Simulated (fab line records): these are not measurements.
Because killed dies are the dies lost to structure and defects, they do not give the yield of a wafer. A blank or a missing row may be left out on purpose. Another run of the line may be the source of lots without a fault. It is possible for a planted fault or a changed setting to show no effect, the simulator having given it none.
Which tool did it? | flow nand harc | 23 lots, 69 wafers sampled, at 1 step of a route of 1302

WHAT THE GAUGES READ, wafer by wafer
NHARC_A_SGD_CUT_CD_MEAS_09 targets a cd of 100 nm. Usual: cd nm at 99.9 nm, with a standard deviation of 0.38.
lot  | measured     | on        | cd nm (nm)        | flag
L074 | day 19 01:58 | cd sem-01 | 99.4 99.7 99.6    |
L075 | day 19 05:01 | cd sem-01 | 99.8 100.1 100.3  |
L076 | day 19 20:40 | cd sem-02 | 100.1 99.9 100.0  |
L077 | day 20 12:57 | cd sem-01 | 100.1 99.7 100.2  |
L078 | day 20 22:13 | cd sem-01 | 99.4 99.3 99.5    |
L080 | day 21 05:52 | cd sem-02 | 100.7 100.5 100.2 |
L079 | day 21 09:57 | cd sem-02 | 100.1 100.1 99.5  |
L082 | day 22 12:44 | cd sem-02 | 100.0 100.3 100.1 |
L083 | day 22 12:54 | cd sem-01 | 99.3 99.2 99.8    |
L081 | day 22 13:28 | cd sem-03 | 100.1 99.9 100.2  |
L085 | day 24 01:38 | cd sem-01 | 100.4 99.6 100.1  |
L086 | day 24 01:56 | cd sem-02 | 100.3 100.0 99.3  |
L084 | day 24 02:04 | cd sem-01 | 99.2 99.4 99.7    |
L087 | day 24 11:29 | cd sem-01 | 99.4 100.0 99.5   |
L089 | day 24 22:17 | cd sem-03 | 100.0 100.0 99.9  |
L088 | day 24 22:27 | cd sem-03 | 99.5 99.9 99.7    |
L090 | day 26 07:04 | cd sem-01 | 99.4 99.8 100.3   |
L093 | day 27 07:38 | cd sem-02 | 99.7 99.5 100.2   |
L092 | day 27 07:57 | cd sem-03 | 100.4 100.0 100.1 |
L097 | day 28 01:41 | cd sem-02 | 99.5 100.0 99.8   |
L096 | day 28 02:17 | cd sem-02 | 99.1 99.4 99.1    |
L095 | day 28 04:38 | cd sem-02 | 100.1 100.9 100.1 |
L094 | day 28 07:41 | cd sem-01 | 100.2 100.8 100.1 |

EACH LOT AND THE TOOL THAT RAN IT (in order: tool; ch and the chambers of the sampled wafers; start)
There is no process step in the record ahead of these readings.

AS READ BY THE TOOLS THEMSELVES (means over the sampled wafers that have a number; for cases with no such wafer, the mark the record gives instead)
The record holds no such reading with a usual standard deviation.

THE ANSWER, worked out from the rows above alone
Rule: a lot counts as off when the mean over its wafers that have a number is more than 3 standard deviations away from the usual mean. A lot without any number at a reading at which 4 lots or more have one is off too. Where the step has rows for the other lots, those lots are counted as sound. Order of review: gauges by route order, followed by the tools' own readings, for which a lot's mean as printed above is used. At the first step where some lot is off, the reading lying furthest off is the one used; lots without a number count as furthest.
Across all readings shown, no lot is off: no conclusion can be drawn from this.

WHAT HAD BEEN PUT IN BY THE SIMULATOR
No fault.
